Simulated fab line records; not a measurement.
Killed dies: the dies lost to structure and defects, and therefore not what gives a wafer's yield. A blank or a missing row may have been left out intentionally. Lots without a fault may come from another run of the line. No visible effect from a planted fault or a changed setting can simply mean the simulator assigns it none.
Lot-split experiment -- flow n5 finfet -- on a route of 1938 steps: 7 lots, 21 wafers read

== ABOUT THE SPLIT ==
At N5_HKMG_FIN_HK_ALD_01 (deposits HfO2, target thk 1.6 nm, pulse time 3 s, purge time 3 s), the setting ald cycles was moved away from the recipe's 30 on 9 of the 21 wafers read, by -13.3% to +13.3%. The other wafers ran this setting at the recipe's value.

== FROM THE SPLIT TO THE READING: what the file shows between them, 4 steps ==
- N5_HKMG_FIN_HK_ANNEAL_02: time 30 s
- N5_HKMG_FIN_ALD_74: deposits La2O3, target thk 0.5 nm, pulse time 6 s, co reactant pulse time 1 s
- N5_HKMG_FIN_WET_ETCH_82: etches La2O3 in dHCl, stops on HfO2, target depth 2 nm, rinse time 30 s
- N5_HKMG_FIN_ALD_36: deposits TiN, target thk 1 nm, pulse time 1 s, purge time 3 s

== THE READING ==
HK_THK, in nm, at N5_HKMG_FIN_THK_MEAS_70 (measures by xrf). Typical for fault-free wafers on this fab line: 1.610 nm, with standard deviation 0.02 nm.

wafer,"tool, chamber at the split",ald cycles as run,against the recipe,"HK_THK, nm",against lot-mates on the recipe
L074.3,"ald hk-02, 0,2,3",30,recipe,1.581,-
L074.4,"ald hk-02, 0,2,3",30,recipe,1.603,-
L074.6,"ald hk-02, 0,2,3",30,recipe,1.573,-
L077.1,"ald hk-02, 2,3",30,recipe,1.596,-
L077.4,"ald hk-02, 3",34,+13.3%,1.807,+0.213
L077.5,"ald hk-02, 2,3",30,recipe,1.592,-
L080.1,"ald hk-01, 2",30,recipe,1.581,-
L080.4,"ald hk-01, 0,2",26,-13.3%,1.389,-0.192
L080.5,"ald hk-01, 0,2",26,-13.3%,1.395,-0.186
L081.1,"ald hk-03, 2,1",34,+13.3%,1.830,+0.224
L081.2,"ald hk-03, 3",30,recipe,1.606,-
L081.3,"ald hk-03, 2,1",34,+13.3%,1.825,+0.219
L085.1,"ald hk-02, 3,0",29,-3.3%,1.555,-0.055
L085.4,"ald hk-02, 3,0",29,-3.3%,1.551,-0.059
L085.6,"ald hk-02, 3",30,recipe,1.610,-
L093.2,"ald hk-01, 0,2,2",30,recipe,1.669,-
L093.4,"ald hk-01, 0,2,2",30,recipe,1.610,-
L093.5,"ald hk-01, 0,2,2",30,recipe,1.622,-
L097.1,"ald hk-01, 3,1",33,+10.0%,1.768,+0.149
L097.2,"ald hk-01, 2",30,recipe,1.619,-
L097.6,"ald hk-01, 3,1",33,+10.0%,1.767,+0.148
If several chambers appear in one row, that row covers several wafers at once and the file leaves open which wafer was in which chamber.

THE FIT
A straight line over all 21 wafers: HK_THK changes by +0.0161 nm for each +1% of ald cycles; r = +0.99; the points scatter about the line by 0.02 nm.
The same after taking each lot's own level away (the mean of its wafers on the recipe; 21 wafers): +0.0154 nm for each +1%; r = +0.99; scatter 0.014 nm.
On that fit, the largest move of ald cycles shifts the reading by 0.2 nm.
The span of the lots' own levels, 1.5810 to 1.6337 nm, comes to 2.6 times the standard deviation stated above.
The two slopes agree, so the slope changes little with the lot-to-lot level.
Check: +0.206 nm against its lot-mates is what the line predicts for one of the wafers moved furthest among these (+13.3%) when that wafer is left out of the fit. It came out at +0.213 nm against them.

== OTHER SPLITS ON THESE WAFERS ==
Before the reading, these wafers also passed through other splits. Each is held against what the fit with the lots' levels taken away leaves over:
other split on the same wafers,wafers away from the commonest value,r with HK_THK (lot level and that fit taken away)
N5_WELL_APT_COAT_02 spin rpm,8,-0.06
N5_WELL_APT_EXPOSE_22 dose mj,6,+0.34
N5_WELL_APT_PEB_23 peb temp c,8,-0.01
N5_FIN_SAQP_FIN_ETCH_36 icp w,3,+0.05
N5_DUMMY_GATE_COAT_28 spin rpm,4,-0.17
N5_SD_EPI_P_PEB_07 peb time s,9,-0.09
N5_SD_EPI_P_DEVELOP_08 develop time s,8,+0.12

== THE FILE'S OWN FIT ==
HK_THK changes by +0.0155 nm for each +1% of ald cycles, r = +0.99.
